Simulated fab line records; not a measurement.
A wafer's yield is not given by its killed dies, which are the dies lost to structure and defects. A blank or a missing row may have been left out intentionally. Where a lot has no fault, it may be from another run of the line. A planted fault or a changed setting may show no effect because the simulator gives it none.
Which of the tools did it? / flow nand-harc / 36 wafers from 12 lots sampled at 4 of the route's 1159 steps

WHAT EACH GAUGE READ, for each wafer
NHARC_P_STI_OCD_MEAS_17. Usual: trench-depth-nm 300 nm, standard deviation 6.2; trench-foot-cd-nm 158 nm, standard deviation 3.6.
lot=L165; measured=day 2 14:19; on=ocd-01; trench-depth-nm (nm)=294 307 301; trench-foot-cd-nm (nm)=153 154 158; flag=
lot=L167; measured=day 3 02:49; on=ocd-01; trench-depth-nm (nm)=306 307 304; trench-foot-cd-nm (nm)=157 160 164; flag=
lot=L169; measured=day 3 11:51; on=ocd-02; trench-depth-nm (nm)=299 303 293; trench-foot-cd-nm (nm)=158 155 161; flag=
lot=L170; measured=day 3 18:41; on=ocd-02; trench-depth-nm (nm)=294 293 290; trench-foot-cd-nm (nm)=162 163 158; flag=
lot=L171; measured=day 3 23:47; on=ocd-01; trench-depth-nm (nm)=302 296 300; trench-foot-cd-nm (nm)=157 163 160; flag=
lot=L174; measured=day 4 19:34; on=ocd-02; trench-depth-nm (nm)=291 298 296; trench-foot-cd-nm (nm)=155 153 157; flag=
lot=L175; measured=day 4 23:34; on=ocd-02; trench-depth-nm (nm)=305 310 306; trench-foot-cd-nm (nm)=154 153 159; flag=
lot=L177; measured=day 5 08:31; on=ocd-01; trench-depth-nm (nm)=302 294 303; trench-foot-cd-nm (nm)=156 159 153; flag=
lot=L184; measured=day 7 06:14; on=ocd-02; trench-depth-nm (nm)=301 306 302; trench-foot-cd-nm (nm)=155 156 154; flag=
lot=L186; measured=day 7 14:24; on=ocd-02; trench-depth-nm (nm)=302 307 302; trench-foot-cd-nm (nm)=153 163 155; flag=
lot=L188; measured=day 8 02:05; on=ocd-02; trench-depth-nm (nm)=303 304 304; trench-foot-cd-nm (nm)=160 164 162; flag=
lot=L187; measured=day 8 02:08; on=ocd-01; trench-depth-nm (nm)=306 291 302; trench-foot-cd-nm (nm)=153 159 154; flag=

NHARC_P_GATE_CD_MEAS_46: the cd target is 720 nm. Usual: cd-nm 720.0 nm, standard deviation 2.3.
lot=L165; measured=day 5 03:27; on=cd-sem-03; cd-nm (nm)=719.9 718.6 720.1; flag=
lot=L167; measured=day 5 18:55; on=cd-sem-01; cd-nm (nm)=724.2 718.9 720.8; flag=
lot=L169; measured=day 6 02:41; on=cd-sem-03; cd-nm (nm)=719.9 720.4 717.8; flag=
lot=L170; measured=day 6 19:37; on=cd-sem-02; cd-nm (nm)=721.0 724.1 718.7; flag=
lot=L171; measured=day 6 21:43; on=cd-sem-02; cd-nm (nm)=720.3 718.4 719.4; flag=
lot=L174; measured=day 7 13:49; on=cd-sem-03; cd-nm (nm)=722.6 720.3 716.9; flag=
lot=L175; measured=day 7 23:46; on=cd-sem-03; cd-nm (nm)=701.8 697.2 700.5; flag=OFF
lot=L177; measured=day 8 12:34; on=cd-sem-01; cd-nm (nm)=721.6 717.4 724.2; flag=
lot=L184; measured=day 9 19:19; on=cd-sem-02; cd-nm (nm)=722.6 725.6 724.8; flag=
lot=L186; measured=day 10 08:08; on=cd-sem-02; cd-nm (nm)=724.1 721.2 722.8; flag=
lot=L188; measured=day 10 21:54; on=cd-sem-02; cd-nm (nm)=722.7 720.1 720.0; flag=
lot=L187; measured=day 10 23:58; on=cd-sem-03; cd-nm (nm)=720.2 721.6 717.9; flag=

TOOL THAT RAN EACH LOT (tool first, then ch and the chambers of the sampled wafers, then the start)
lot=L165; NHARC_P_STI_ETCH_15=rie-si-06 ch 0,1,2, day 2 14:06; NHARC_P_GATE_EXPOSE_43=krf-scanner-01 ch 0, day 5 03:17
lot=L167; NHARC_P_STI_ETCH_15=rie-si-01 ch 0,1, day 3 02:33; NHARC_P_GATE_EXPOSE_43=krf-scanner-01 ch 0, day 5 18:46
lot=L169; NHARC_P_STI_ETCH_15=rie-si-03 ch 0,2,3, day 3 11:38; NHARC_P_GATE_EXPOSE_43=krf-scanner-02 ch 0, day 6 02:32
lot=L170; NHARC_P_STI_ETCH_15=rie-si-03 ch 1,2,3, day 3 18:26; NHARC_P_GATE_EXPOSE_43=krf-scanner-02 ch 0, day 6 19:27
lot=L171; NHARC_P_STI_ETCH_15=rie-si-06 ch 1,2, day 3 23:32; NHARC_P_GATE_EXPOSE_43=krf-scanner-01 ch 0, day 6 21:34
lot=L174; NHARC_P_STI_ETCH_15=rie-si-03 ch 0,2,3, day 4 19:17; NHARC_P_GATE_EXPOSE_43=krf-scanner-04 ch 0, day 7 13:39
lot=L175; NHARC_P_STI_ETCH_15=rie-si-01 ch 0,1, day 4 23:18; NHARC_P_GATE_EXPOSE_43=krf-scanner-04 ch 0, day 7 23:37
lot=L177; NHARC_P_STI_ETCH_15=rie-si-06 ch 0,1,2, day 5 08:19; NHARC_P_GATE_EXPOSE_43=krf-scanner-04 ch 0, day 8 12:25
lot=L184; NHARC_P_STI_ETCH_15=rie-si-06 ch 1,2, day 7 06:00; NHARC_P_GATE_EXPOSE_43=krf-scanner-04 ch 0, day 9 19:09
lot=L186; NHARC_P_STI_ETCH_15=rie-si-01 ch 0,1, day 7 14:08; NHARC_P_GATE_EXPOSE_43=krf-scanner-01 ch 0, day 10 07:58
lot=L188; NHARC_P_STI_ETCH_15=rie-si-06 ch 2,3, day 8 01:50; NHARC_P_GATE_EXPOSE_43=krf-scanner-04 ch 0, day 10 21:44
lot=L187; NHARC_P_STI_ETCH_15=rie-si-01 ch 1,2, day 8 01:53; NHARC_P_GATE_EXPOSE_43=krf-scanner-02 ch 0, day 10 23:49
- NHARC_P_STI_ETCH_15: etches the open film in HBr/Cl2, target depth 300 nm, time 100.1 s.
- NHARC_P_GATE_EXPOSE_43: exposes mask P NSD, target cd 720 nm.

WHAT THE TOOLS THEMSELVES READ (means of the sampled wafers that have a number; where no wafer has one, the mark that the record gives instead)
NHARC_P_STI_ETCH_15. Usual: chamber-pressure-mTorr 15.000 mTorr, standard deviation 0.015; drypump-motor-current-A 5.4 A, standard deviation 0.36; oes-product-au 0.999 a.u., standard deviation 0.013; throttle-valve-pct 26.405 %, standard deviation 0.009.
lot=L165; tool=rie-si-06; chamber-pressure-mTorr (mTorr)=14.993; drypump-motor-current-A (A)=5.7; oes-product-au (a.u.)=1.007; throttle-valve-pct (%)=26.395; flag=
lot=L167; tool=rie-si-01; chamber-pressure-mTorr (mTorr)=15.010; drypump-motor-current-A (A)=5.3; oes-product-au (a.u.)=1.005; throttle-valve-pct (%)=26.401; flag=
lot=L169; tool=rie-si-03; chamber-pressure-mTorr (mTorr)=15.014; drypump-motor-current-A (A)=5.5; oes-product-au (a.u.)=0.996; throttle-valve-pct (%)=26.401; flag=
lot=L170; tool=rie-si-03; chamber-pressure-mTorr (mTorr)=15.021; drypump-motor-current-A (A)=5.5; oes-product-au (a.u.)=0.985; throttle-valve-pct (%)=26.402; flag=
lot=L171; tool=rie-si-06; chamber-pressure-mTorr (mTorr)=14.998; drypump-motor-current-A (A)=5.6; oes-product-au (a.u.)=0.994; throttle-valve-pct (%)=26.400; flag=
lot=L174; tool=rie-si-03; chamber-pressure-mTorr (mTorr)=14.994; drypump-motor-current-A (A)=5.4; oes-product-au (a.u.)=0.988; throttle-valve-pct (%)=26.412; flag=
lot=L175; tool=rie-si-01; chamber-pressure-mTorr (mTorr)=14.999; drypump-motor-current-A (A)=5.1; oes-product-au (a.u.)=1.012; throttle-valve-pct (%)=26.399; flag=
lot=L177; tool=rie-si-06; chamber-pressure-mTorr (mTorr)=14.982; drypump-motor-current-A (A)=5.7; oes-product-au (a.u.)=1.000; throttle-valve-pct (%)=26.405; flag=
lot=L184; tool=rie-si-06; chamber-pressure-mTorr (mTorr)=14.995; drypump-motor-current-A (A)=5.6; oes-product-au (a.u.)=1.008; throttle-valve-pct (%)=26.401; flag=
lot=L186; tool=rie-si-01; chamber-pressure-mTorr (mTorr)=14.999; drypump-motor-current-A (A)=5.4; oes-product-au (a.u.)=1.009; throttle-valve-pct (%)=26.403; flag=
lot=L188; tool=rie-si-06; chamber-pressure-mTorr (mTorr)=14.992; drypump-motor-current-A (A)=5.4; oes-product-au (a.u.)=1.004; throttle-valve-pct (%)=26.407; flag=
lot=L187; tool=rie-si-01; chamber-pressure-mTorr (mTorr)=14.995; drypump-motor-current-A (A)=5.7; oes-product-au (a.u.)=0.998; throttle-valve-pct (%)=26.401; flag=

NHARC_P_GATE_EXPOSE_43. Usual: focus-offset-nm 0.0 nm, standard deviation 0.49.
lot=L165; tool=krf-scanner-01; focus-offset-nm (nm)=0.7; flag=
lot=L167; tool=krf-scanner-01; focus-offset-nm (nm)=0.6; flag=
lot=L169; tool=krf-scanner-02; focus-offset-nm (nm)=-0.1; flag=
lot=L170; tool=krf-scanner-02; focus-offset-nm (nm)=0.2; flag=
lot=L171; tool=krf-scanner-01; focus-offset-nm (nm)=-0.3; flag=
lot=L174; tool=krf-scanner-04; focus-offset-nm (nm)=-0.3; flag=
lot=L175; tool=krf-scanner-04; focus-offset-nm (nm)=-0.3; flag=
lot=L177; tool=krf-scanner-04; focus-offset-nm (nm)=0.1; flag=
lot=L184; tool=krf-scanner-04; focus-offset-nm (nm)=0.1; flag=
lot=L186; tool=krf-scanner-01; focus-offset-nm (nm)=-0.5; flag=
lot=L188; tool=krf-scanner-04; focus-offset-nm (nm)=0.0; flag=
lot=L187; tool=krf-scanner-02; focus-offset-nm (nm)=-0.0; flag=

THE ANSWER, worked out from the rows above alone
Rule: a lot is off if the mean of its wafers that have a number lies more than 3 standard deviations from the usual mean. A lot without any number at a reading at which 4 lots or more have one is off too. Where the step has rows for the other lots, those lots are counted as sound. The gauges are gone through in route order, then the tools' own readings, and for those a lot's mean is taken as printed above. At the first step where some lot is off, the reading lying furthest off is the one used; lots without a number count as furthest.
Off at NHARC_P_GATE_CD_MEAS_46 (cd-nm): L175.
A tool fits if, at a process step before that reading, it ran every lot that is off, and no sound lot after the first of them. The gauges at NHARC_P_GATE_CD_MEAS_46 are tried like those tools. No candidate that was tried fits.

WHAT THE SIMULATOR HAD INSERTED
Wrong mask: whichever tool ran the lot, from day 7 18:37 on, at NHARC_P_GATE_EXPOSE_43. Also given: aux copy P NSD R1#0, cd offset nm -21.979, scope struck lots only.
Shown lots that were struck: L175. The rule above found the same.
